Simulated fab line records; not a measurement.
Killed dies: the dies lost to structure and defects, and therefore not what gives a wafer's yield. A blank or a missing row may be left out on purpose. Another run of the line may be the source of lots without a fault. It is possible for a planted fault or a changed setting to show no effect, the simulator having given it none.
Split-lot trial ; flow n5-finfet ; on a route of 1938 steps: 7 lots, 21 wafers read

## THE SPLIT ITSELF
At N5_BEOL_M14_SPUTTER_43 (material TaN, target thk 15 nm, time 24.19 s), the setting power-w was moved away from the recipe's 15000 W on 7 of the 21 wafers read, by -14.4% to +15.9%. The other wafers ran this setting at the recipe's value.

The reading comes from the split's own step.

## THE READING
TaN_of_BEOL_M14_SPUTTER_43.thk-nm (the simulator's own value, which no gauge read), in nm, at N5_BEOL_M14_SPUTTER_43 (material TaN, target thk 15 nm, time 24.19 s). The file gives no usual value for it. The 14 wafers here that ran the recipe average 14.9 nm, standard deviation 0.21 nm.

wafer;tool, chamber at the split;power-w as run, W;against the recipe;TaN_of_BEOL_M14_SPUTTER_43.thk-nm, nm;against lot-mates on the recipe
L075.1;pvd-sputter-02, -;15000;recipe;15;-
L075.6;pvd-sputter-02, -;15000;recipe;15;-
L075.2;pvd-sputter-02, -;15000;recipe;14.8;-
L078.1;pvd-sputter-01, -;12880;-14.1%;12.8;-2.2
L078.3;pvd-sputter-01, -;15000;recipe;15;-
L078.5;pvd-sputter-01, -;15000;recipe;15;-
L079.1;pvd-sputter-03, -;17380;+15.9%;17.4;+2.4
L079.3;pvd-sputter-03, -;17380;+15.9%;17.4;+2.4
L079.6;pvd-sputter-03, -;15000;recipe;15;-
L081.4;pvd-sputter-02, -;15000;recipe;14.8;-
L081.5;pvd-sputter-02, -;12840;-14.4%;12.8;-2.1
L081.6;pvd-sputter-02, -;15000;recipe;15;-
L086.2;pvd-sputter-03, -;13560;-9.6%;13.4;-1.6
L086.3;pvd-sputter-03, -;15000;recipe;15.2;-
L086.4;pvd-sputter-03, -;15000;recipe;14.8;-
L089.2;pvd-sputter-02, -;16050;+7.0%;16;+0.9
L089.3;pvd-sputter-02, -;15000;recipe;14.8;-
L089.6;pvd-sputter-02, -;15000;recipe;15.4;-
L090.1;pvd-sputter-01, -;15000;recipe;14.6;-
L090.5;pvd-sputter-01, -;15000;recipe;14.6;-
L090.4;pvd-sputter-01, -;16150;+7.7%;15.6;+1.0

THE FIT
A straight line over all 21 wafers: TaN_of_BEOL_M14_SPUTTER_43.thk-nm changes by +0.15 nm for each +1% of power-w; r = +0.98; the points scatter about the line by 0.21 nm.
The same after taking each lot's own level away (the mean of its wafers on the recipe; 21 wafers): +0.15 nm for each +1%; r = +0.99; scatter 0.14 nm.
The reading moves by 2.4 nm for the largest change in power-w, on that fit.
From 14.60 to 15.10 nm: that is the span of the lots' own levels, equal to 2.4 times the standard deviation above.
Hence the lot-to-lot level has little effect on the slope; both slopes agree.
Check: for one of the wafers moved furthest among these (+15.9%), held out of the fit, the line's prediction against its lot-mates is +2.35 nm. It came out at +2.4 nm against them.

## THE OTHER SPLITS THESE WAFERS WENT THROUGH
Before the reading, these wafers also passed through other splits. Each is held against what the fit with the lots' levels taken away leaves over:
other split on the same wafers;wafers away from the commonest value;r with TaN_of_BEOL_M14_SPUTTER_43.thk-nm (lot level and that fit taken away)
N5_BEOL_M9_SURFACE_TREAT_79 time-s;as run: not given for these wafers;-
N5_BEOL_M10_TRENCH_ETCH_37 bias-w;6;+0.01
N5_BEOL_M10_ETCH_41 source-w;8;+0.06
N5_BEOL_M12_SPUTTER_44 time-s;5;+0.00
N5_BEOL_M13_CMP_49 down-force-psi;7;+0.23
N5_BEOL_M14_COAT_04 spin-rpm;7;+0.11

## THE FILE'S OWN FIT
TaN_of_BEOL_M14_SPUTTER_43.thk-nm changes by +0.15 nm for each +1% of power-w, r = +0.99.
